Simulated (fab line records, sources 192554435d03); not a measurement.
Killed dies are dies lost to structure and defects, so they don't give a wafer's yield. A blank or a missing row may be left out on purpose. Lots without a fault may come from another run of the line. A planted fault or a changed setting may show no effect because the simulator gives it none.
fab line records | flow n5_finfet
record lots=4 wafers=12 last_day=16
route steps=1938 shown SDB@353 DUMMY_REMOVAL@377 HKMG_FIN@385 PASSIVATION@1936
lots that met no fault: from a run of the same line without faults
start_h: hours from the record's first day to the start of the lot's first wafer shown | wait_h: hours since the lot's step before | " the same as in the row above | L1.1+2: a row that stands for several wafers | - no value, or no start given | * or withheld: withheld | < > ~ a bound
route shown NAME@n: a module of which the file shows steps, and the number in the route of the first | usual: mean/standard deviation of fault-free wafers | same: alike in all rows | chamber/n: place in a boat | sites: the reading at each site | _std_site: their standard deviation | _edge_site: outer sites' mean less inner sites' | radius_mm: how far each site lies from the wafer's centre | mask NAME#n: copy n | behind: the tool/chamber that last shaped the wafer | hold: why the lot was held/for how many hours/how that ended | device: the transistor (n, p or np) that didn't switch | end of line: the same wafers' tests at the end of the route | a step without rows: its recipe alone | killed: dies lost to structure and defects at the first sort, not the wafer's yield | map: a wafer's dies, x killed, . not, _ none there
set.NAME: the setting as run; set.NAME@STEP: as run at that earlier step | model.NAME: the simulator's own value behind a step, which no gauge read
lots at some steps of the route; a table a step, a row a wafer
services: from which hour (start_h, from the record's first day; less than 0 if before it) a tool's chamber was out of use, for how many hours, and why
## steps
# step N5_SDB_EXPOSE_08
# recipe mask_id=SDB na=1.35 source_shape=conventional sigma_outer=0.5 polarization=unpolarized dose_mj=49.6
# step N5_SDB_PEB_09
# recipe peb_temp_c=withheld peb_time_s=60 resist=CAR-ArF
# step N5_SDB_DEVELOP_10
# recipe develop_time_s=30 developer=TMAH resist=CAR-ArF rinse_liquid=diw dry=air_spin dev_temp_c=23
# step N5_SDB_DESCUM_16
# recipe chemistry=O2 time_s=7.9 source_power_w=50 bias_power_w=20 pressure_mtorr=20 rf_frequency_hz=2.712e+07 temp_c=40 resist=CAR-ArF o2_flow_sccm=225
# step N5_SDB_ETCH_17
# recipe chemistry=CF4 target=SiARC target_depth_a=234 mask_material=CAR-ArF time_s=39 ion_energy_ev=80 pressure_mtorr=40 source_w=545 bias_w=36 Ar_flow_sccm=100 cf4_flow_sccm=100 ends=cleared
# step N5_SDB_ETCH_18
# recipe chemistry=N2/H2 target=SOC target_depth_a=1000 overetch_a=200 mask_material=SiARC temp_c=40 time_s=150 ion_energy_ev=200 pressure_mtorr=30 source_w=840 bias_w=150 n2_flow_sccm=200 h2_flow_sccm=200
# step N5_SDB_STRIP_19
# recipe chemistry=N2/H2 temp_c=40 n2_flow_sccm=200 h2_flow_sccm=200 rf_frequency_hz=6e+07
# step N5_SDB_STRIP_21
# recipe chemistry=CF4 resist=SiARC power_w=300 bias_power_w=75 pressure_mtorr=50 cf4_flow_sccm=150 rf_frequency_hz=6e+07
# step N5_SDB_HM_OPEN_20
# recipe chemistry=CH3F/O2 target=SiNx mask_material=SOC target_depth_a=240 stop_on=poly-Si over_etch_frac=0.4 ion_energy_ev=120 pressure_mtorr=30 source_w=395 bias_w=73 Ar_flow_sccm=150 CH3F_flow_sccm=30 O2_flow_sccm=20
# step N5_SDB_STRIP_22
# recipe chemistry=N2/H2 power_w=1000 temp_c=250 h2_frac=0.65 overash_fraction=0.3 pressure_mtorr=withheld n2_flow_sccm=1750 h2_flow_sccm=3250
# usual drypump_motor_current_A=6.2/0.4 heater_power_w=337/21 oes_product_au=0.715/0.0043 strip_time_to_endpoint_s=96.4/0.33
# columns lot.wafer tool chamber start_h wait_h drypump_motor_current_A heater_power_w oes_product_au rf_hours_counter_h strip_time_to_endpoint_s
L861.1 plasma_asher-02 0 113.42 0.1 6.4 333 0.718 100 96.2
L861.4 " 0 " " 6.5 327 0.707 - 96.2
L861.5 " 1 " " 6.5 305 0.721 - 96.0
L866.1 plasma_asher-02 0 146.37 0.1 6.4 328 0.715 108 96.8
L866.4 " 1 " " 6.5 315 0.711 - 95.9
L866.5 " 1 " " 6.5 309 0.710 - 95.9
L867.2 plasma_asher-02 1 149.02 0.1 6.5 311 0.714 109 96.2
L867.5 " 1 " " 6.5 306 0.716 - 96.5
L867.6 " 0 " " 6.4 329 0.714 - 96.7
L869.1 plasma_asher-01 1 162.93 0.1 6.5 336 0.723 49 97.0
L869.3 " 1 " " 6.5 335 0.710 - 96.6
L869.4 " 0 " " 5.6 372 0.709 - 96.4
# step N5_SDB_PRECLEAN_23
# recipe chemistry=dHF time_s=30 temp_c=25 dilution=withheld
# step N5_SDB_DUMMY_REMOVE_24
# recipe chemistry=TMAH temp_c=70 target=poly-Si stop_on=SiO2 target_depth_nm=142 conc_wt_pct=5 time_s=57 dry=ipa_marangoni rinse_time_s=30 rinse_temp_c=23
# step N5_SDB_ETCH_25
# recipe chemistry=C4F6/O2 target=SiO2 target_depth_a=100 time_s=3.3 ion_energy_ev=250 mask_material=SiNx pressure_mtorr=30 source_w=345 bias_w=185 Ar_flow_sccm=300 C4F6_flow_sccm=10 O2_flow_sccm=10
# step N5_SDB_CUT_ETCH_26
# recipe chemistry=HBr/Cl2/O2 target=Si target_depth_a=1296 bt_time_s=20 mask_material=SiNx time_s=51.8 ion_energy_ev=* bias_w=* pressure_mtorr=10 icp_w=800 HBr_flow_sccm=150 Cl2_flow_sccm=80 O2_flow_sccm=12
# step N5_SDB_PRECLEAN_38
# recipe chemistry=dHF time_s=10 dilution=750:1 temp_c=25
# step N5_SDB_PRECLEAN_39
# recipe chemistry=O3/DIW time_s=45 temp_c=22 o3_ppm=10
# step N5_SDB_SRD_28
# recipe dry=ipa_marangoni time_s=30 temp_c=23 rinse_liquid=diw
# step N5_SDB_ALD_29
# recipe material=SiNx target_thk_a=300 temp_c=400 ald_precursor_family=SiH2I2 ald_co_reactant=N2/H2-plasma pulse_time_s=1 ald_cycles=600 purge_time_s=2 co_reactant_purge_time_s=2 pressure_torr=2
# step N5_SDB_CMP_30
# recipe stop_on=poly-Si t_overpolish_s=1.54 post_cmp_clean=alkaline_brush down_force_psi=4.1491 platen_rpm=51.796 pad_velocity_m_s=1.0306 target_thk_nm=30
# step N5_DUMMY_REMOVAL_HM_STRIP_01
# recipe chemistry=CH3F/O2 material=SiNx target_depth_a=40 stop_on=poly-Si time_s=6.8 over_etch_frac=0.3 ion_energy_ev=60 power_w=410 bias_w=29 Ar_flow_sccm=150 CH3F_flow_sccm=30 O2_flow_sccm=20
# step N5_DUMMY_REMOVAL_STRIP_10
# recipe chemistry=N2/H2 time_s=40 power_w=100 temp_c=40 pressure_mtorr=100 rf_frequency_hz=6e+07 bias_power_w=3 n2_flow_sccm=300 h2_flow_sccm=300
# step N5_DUMMY_REMOVAL_PRECLEAN_07
# recipe chemistry=dHF time_s=30 temp_c=25 dilution=withheld
# step N5_DUMMY_REMOVAL_DUMMY_REMOVE_02
# recipe chemistry=TMAH temp_c=70 target=poly-Si stop_on=SiO2 target_depth_nm=142 conc_wt_pct=5 time_s=57 dry=ipa_marangoni rinse_time_s=30 rinse_temp_c=23
# step N5_DUMMY_REMOVAL_PRECLEAN_08
# recipe chemistry=NF3:NH3 afs_cycles=2 temp_c=30 time_s=20 sublimation_temp_c=180 sublimation_time_s=60 pressure_torr=3 rf_power_w=30
# step N5_DUMMY_REMOVAL_PRECLEAN_04
# recipe chemistry=DHF time_s=37 temp_c=25 dilution=500:1
# step N5_DUMMY_REMOVAL_SRD_05
# recipe dry=ipa_marangoni do_ppb=5 time_s=30 temp_c=23 rinse_liquid=diw
# step N5_HKMG_FIN_IL_REGROW_00
# recipe material=SiO2 target_thk_a=7.5 chemistry=O3 temp_c=withheld time_s=30
# step N5_HKMG_FIN_HK_ALD_01
# recipe material=HfO2 target_thk_a=16 temp_c=withheld ald_precursor_family=HfCl4 ald_co_reactant=H2O pulse_time_s=3 purge_time_s=3 co_reactant_purge_time_s=2.5 co_reactant_pulse_time_s=0.3 ald_cycles=30
# step N5_HKMG_FIN_HK_ANNEAL_02
# recipe temp_c=700 time_s=30 ambient=N2 idle_temp_c=600 ramp_up_c_per_s=150 ramp_down_c_per_s=60 cool_to_c=600
# step N5_HKMG_FIN_ALD_74
# recipe material=La2O3 target_thk_a=5 temp_c=250 ald_precursor_family=La-Cp ald_co_reactant=O3 pulse_time_s=6 co_reactant_pulse_time_s=1 purge_time_s=3 co_reactant_purge_time_s=3
# step N5_HKMG_FIN_ALD_75
# recipe material=Al2O3 target_thk_a=10 temp_c=150 ald_precursor_family=TMA ald_co_reactant=H2O pulse_time_s=withheld co_reactant_pulse_time_s=1
# step N5_HKMG_FIN_COAT_41
# recipe resist=SOC temp_c=250 time_s=60 spin_rpm=1500 resist_thk_nm=300
# step N5_HKMG_FIN_COAT_42
# recipe resist=SiARC temp_c=220 time_s=60 spin_rpm=1500 resist_thk_nm=35
# step N5_HKMG_FIN_COAT_43
# recipe resist=CAR-ArF spin_rpm=1500 resist_thk_nm=90
# step N5_HKMG_FIN_EBR_45
# recipe solvent=PGMEA ebr_width_mm=1.5
# step N5_HKMG_FIN_SOFTBAKE_44
# recipe temp_c=110 time_s=60 resist=CAR-ArF
# step N5_PASSIVATION_PROBE_49
# usual killed_at_M0_to_M3=33/8.9 killed_at_M4_up=15/5.4 killed_at_contacts=13/5.8 killed_at_front_end=39/9.9 killed_at_other=3.2/2.9 killed_dies=102/15 killed_open=68/12 killed_short=34/7.6
# same gross_dies=1180 killed_at_back_side=0
# columns lot.wafer tool chamber start_h wait_h killed_at_M0_to_M3 killed_at_M4_up killed_at_contacts killed_at_front_end killed_at_other killed_dies killed_open killed_short
L861.1 prober-01 - 324.70 0.0 50 21 14 29 0 114 81 32
L861.4 prober-01 - 324.85 0.2 38 25 11 24 2 100 77 22
L861.5 prober-01 - 324.90 0.2 28 16 11 24 2 81 52 29
L866.1 prober-02 - 345.26 0.0 25 8 16 49 1 99 60 37
L866.4 prober-02 - 345.41 0.2 30 12 4 176 3 225 54 46
L866.5 prober-02 - 345.46 0.2 41 12 3 171 4 231 59 39
L867.2 prober-02 - 357.25 0.1 33 15 7 158 4 217 49 40
L867.5 prober-02 - 357.40 0.2 20 16 5 165 10 216 46 36
# killed by level:class
L861.1 BEOL_M0_SAQP:geometric_particle:open=17 MOL_CONTACT_COAG:geometric_particle:open=14 STI_FIN_REVEAL:geometric_particle:open=11 BEOL_M3:geometric_particle:open=11 BEOL_M0_SAQP:geometric_particle:short=9 BEOL_M4:geometric_particle:open=7 BEOL_M1:geometric_particle:open=5 FIN_CUT:geometric_particle:short=4
L861.4 MOL_CONTACT_COAG:geometric_particle:open=10 BEOL_M4:geometric_particle:open=10 BEOL_M0_SAQP:geometric_particle:short=8 BEOL_M0_SAQP:geometric_particle:open=8 BEOL_M2:geometric_particle:open=8 BEOL_M0:geometric_particle:open=5 STARTING-WAFER:geometric_particle:open=5 FIN_SAQP:geometric_particle:open=4
L861.5 BEOL_M1:geometric_particle:open=10 MOL_CONTACT_COAG:geometric_particle:open=8 DUMMY_GATE:geometric_particle:open=7 STI_FIN_REVEAL:geometric_particle:open=5 BEOL_M4:geometric_particle:short=5 BEOL_M0_SAQP:geometric_particle:short=4 BEOL_M2:geometric_particle:open=4 STARTING-WAFER:geometric_particle:open=4
L866.1 MOL_CONTACT_COAG:geometric_particle:open=13 FIN_SAQP:geometric_particle:short=11 STI_FIN_REVEAL:geometric_particle:open=11 FIN_SAQP:geometric_particle:open=10 GATE_CUT:geometric_particle:short=6 BEOL_M0_SAQP:geometric_particle:short=6 BEOL_M0_SAQP:geometric_particle:open=6 GATE_CUT:geometric_particle:open=5
L866.4 SDB:unspecified=124 FIN_SAQP:geometric_particle:short=19 STI_FIN_REVEAL:geometric_particle:open=11 FIN_SAQP:geometric_particle:open=8 BEOL_M2:geometric_particle:open=7 BEOL_M0_SAQP:geometric_particle:short=5 BEOL_M5:geometric_particle:short=5 BEOL_M0_SAQP:geometric_particle:open=4
L866.5 SDB:unspecified=130 FIN_SAQP:geometric_particle:short=13 FIN_SAQP:geometric_particle:open=11 BEOL_M2:geometric_particle:open=11 BEOL_M1:geometric_particle:open=9 STI_FIN_REVEAL:geometric_particle:open=7 BEOL_M0_SAQP:geometric_particle:open=5 BEOL_M0_SAQP:geometric_particle:short=5
L867.2 SDB:unspecified=127 BEOL_M0_SAQP:geometric_particle:short=11 FIN_SAQP:geometric_particle:short=6 MOL_CONTACT_COAG:geometric_particle:open=6 BEOL_M4:geometric_particle:open=6 GATE_CUT:geometric_particle:open=5 GATE_CUT:geometric_particle:short=4 STI_FIN_REVEAL:geometric_particle:open=4
L867.5 SDB:unspecified=134 BEOL_M1:geometric_particle:short=6 BEOL_M4:geometric_particle:open=6 GATE_CUT:geometric_particle:short=5 MOL_CONTACT_COAG:geometric_particle:open=5 BEOL_M0_SAQP:geometric_particle:short=5 FIN_SAQP:geometric_particle:open=4 STI_FIN_REVEAL:geometric_particle:open=4
# map L866.5 (x killed, . not)
_________________.....x......________________
______________...x.....x........_____________
___________........................__________
__________...x..x..x.......xxx.xx..._________
________....x..xxxx.................x._______
_______..........xxxxxxxxx..xxx........______
______......x...xxxxxxxx..x............._____
_____.....xx.xxxxxxxxxxxxxx.......x....x.____
____...x...xx..xxxxxxxxxxxx...............___
___.......x.xxxxxxxxxxxxxxx.x.........x....__
___x........xxxxxxxxxxxxxxxx.......xx......__
__x........x.xxxxxxxxxxxxxx...........x....._
__...........xxxxxxxxxxxx.xx......x........._
_..............xxxxxxxxx.xxx.................
_.........xx...xxxxxxx.xx......x...x.........
_.................x.xxxx....x.....x..x......x
_.................x...x..................xxx.
_............x.......xx...............x......
_..................x.......xx...........x....
_........x..x....x........x......x....x......
_......................................x.x...
__.....x.......................x.....x......_
__..................................x.....x._
___..x............x..x.....................__
___x..............x........................__
____....x.x.x....xx........x.........x....___
_____.x..x..........x.........x...x......____
______..x........x......x....x.....x...._____
_______x...............x......x.......x______
________.......................x......_______
__________......x..................._________
___________.............x..........__________
______________..............x..._____________
_________________............________________
# map L867.2 (x killed, . not)
_________________............________________
______________..x...........x..._____________
___________..........xx..x..x......__________
__________..........x..............._________
________........xx.xx................._______
_______......xxxx.xxxx.x...............______
______x......x.xxxxxxxxxxx....x........x_____
_____x.......xxxxxxxxxx..xx..............____
____.....x.xxxxxxxxxxxxxxx.......xx.x.....___
___.......x.xxxxxxxxxxxxx..................__
___........x.xxxxxxxxxxxx..................__
__...x......xxxxxxxxxxxxxx.x................_
__...........xxxxxxxxxxxxx........x........._
_.............xxxxxxxxxxx.................x..
_............x.xxxx.xx........x..............
_..............xx..xxx....xx..x.....x........
_................x.x.x..x..........x.x.......
_.x.................x.......x................
_............x..x.......x...................x
_........x......x..........x........x........
_...x..x................x....xx..............
__..x......................................._
__............x............................._
___.........x...x.......x.....x............__
___.....x...x....x..x.............xx.....x.__
____.......x...x........x........x......x.___
_____.........x.x...x........x...........____
______x..........x......x........x....x._____
_______x.............xx..x..x..x.......______
________.......x....x...x.........x..._______
__________.......x...........x..x..._________
___________..x..................x..__________
______________.................._____________
_________________............________________
## services
# columns tool chamber start_h hours kind
plasma_asher-01 - 142.48 15.6 pm
## key
first_sign step=N5_PASSIVATION_PROBE_49 reading=killed_at_front_end direction=up sigmas=13 usual=39 struck=168
effect step=N5_PASSIVATION_PROBE_49 reading=killed_dies direction=up sigmas=7.9 usual=102 struck=222
more_kills_born_at N5_SDB_STRIP_22@plasma_asher-02=515
met_at N5_SDB_STRIP_22
struck_wafers L866.4,L866.5,L867.2,L867.5
tester_left_out L866,L867
onset_between 113.42 146.37
fault kind=chamber_particle_source tool=plasma_asher-02 chamber=1 onset_h=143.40 steps=N5_SDB_STRIP_22 rate_per_visit_cm2=0.97696 end_h=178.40
# tester_left_out: of these lots the tester's yield and bins aren't shown, on N5 and GAA mostly nor the transistor test; their killed dies are dies lost to structure and defects alone, not to doping, threshold or leakage, so they don't give the yield
